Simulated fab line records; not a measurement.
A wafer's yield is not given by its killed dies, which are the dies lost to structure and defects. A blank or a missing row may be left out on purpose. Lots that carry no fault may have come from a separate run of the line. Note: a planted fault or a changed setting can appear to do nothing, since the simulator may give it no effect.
Which tool did it? + flow nandHarc + 12 lots with 36 wafers sampled at 3 steps, on a route of 1302 steps

## WHAT THE GAUGES READ, wafer by wafer
NHARC_A_CONTACT_CD_MEAS_42 targets a cd of 300 nm.
| lot  | measured     | on       | cdNm (nm)         |
|------|--------------|----------|-------------------|
| L076 | day 21 22:46 | cdSem-03 | 299.1 298.9 300.7 |
| L078 | day 23 05:05 | cdSem-01 | 299.8 300.1 299.0 |
| L079 | day 23 03:33 | cdSem-02 | 300.5 300.3 299.9 |
| L082 | day 24 14:51 | cdSem-01 | 300.7 300.3 299.7 |
| L084 | day 25 10:43 | cdSem-02 | 298.5 300.2 299.5 |
| L085 | day 26 02:34 | cdSem-03 | 298.9 299.6 301.0 |
| L088 | day 26 19:02 | cdSem-03 | 299.7 299.5 299.3 |
| L089 | day 27 13:55 | cdSem-02 | 299.0 300.3 300.4 |
| L090 | day 27 21:52 | cdSem-01 | 299.0 299.3 299.5 |
| L092 | day 28 21:29 | cdSem-03 | 300.1 298.8 299.1 |
| L095 | day 29 22:43 | cdSem-02 | 300.6 299.5 299.8 |
| L097 | day 30 17:40 | cdSem-02 | 300.4 300.0 300.7 |

## EACH LOT AND THE TOOL THAT RAN IT (in order: tool; ch and the chambers of the sampled wafers; start)
| lot  | NHARC_A_WL_FILL_RTA_01          | NHARC_A_WL_FILL_ETCHBACK_16                  |
|------|---------------------------------|----------------------------------------------|
| L076 | rtpAnneal-01 ch 0, day 20 16:50 | rieDiel-03 ch 0,3, day 21 22:46 or earlier   |
| L078 | rtpAnneal-02 ch 0, day 22 01:15 | rieDiel-03 ch 2,3, day 23 05:05 or earlier   |
| L079 | rtpAnneal-01 ch 0, day 22 05:07 | rieDiel-03 ch 2,3, day 23 03:33 or earlier   |
| L082 | rtpAnneal-01 ch 0, day 23 12:46 | rieDiel-05 ch 1,2, day 24 14:51 or earlier   |
| L084 | rtpAnneal-02 ch 0, day 24 10:31 | rieDiel-08 ch 0,1, day 25 10:43 or earlier   |
| L085 | rtpAnneal-01 ch 0, day 25 00:25 | rieDiel-03 ch 1,2,3, day 26 02:34 or earlier |
| L088 | rtpAnneal-01 ch 0, day 25 18:08 | rieDiel-03 ch 0,2,3, day 26 19:02 or earlier |
| L089 | rtpAnneal-01 ch 0, day 26 10:36 | rieDiel-08 ch 1,3, day 27 13:55 or earlier   |
| L090 | rtpAnneal-02 ch 0, day 26 22:58 | rieDiel-08 ch 0,2,3, day 27 21:52 or earlier |
| L092 | rtpAnneal-01 ch 0, day 27 21:08 | rieDiel-05 ch 0,2,3, day 28 21:29 or earlier |
| L095 | rtpAnneal-01 ch 0, day 28 20:11 | rieDiel-03 ch 0,2, day 29 22:43 or earlier   |
| L097 | rtpAnneal-01 ch 0, day 29 17:19 | rieDiel-05 ch 1,2,3, day 30 17:40 or earlier |
- NHARC_A_WL_FILL_RTA_01: time 5 s.
- NHARC_A_WL_FILL_ETCHBACK_16: etches the open film in C4F8/O2/Ar, target depth 120 nm, time 24 s.

## THE ANSWER, worked out from the rows above alone
Rule: the lots themselves supply what counts as usual. The widest of any qualifying gaps counts: lots, ordered by their means at a reading, are off when they make up no more than a third of the lots, leave a main group of 4 or more, and stand apart from it by 3 or more times the standard deviation of that group's means. A main group whose means are all the same, to the digits that the tables above print for the reading, isn't used. A lot without any number at a reading at which 4 lots or more have one is off too. The other lots that the step has rows for count as sound.
Across all readings shown, no lot is off: no conclusion can be drawn from this.

## WHAT WAS PUT IN BY THE SIMULATOR
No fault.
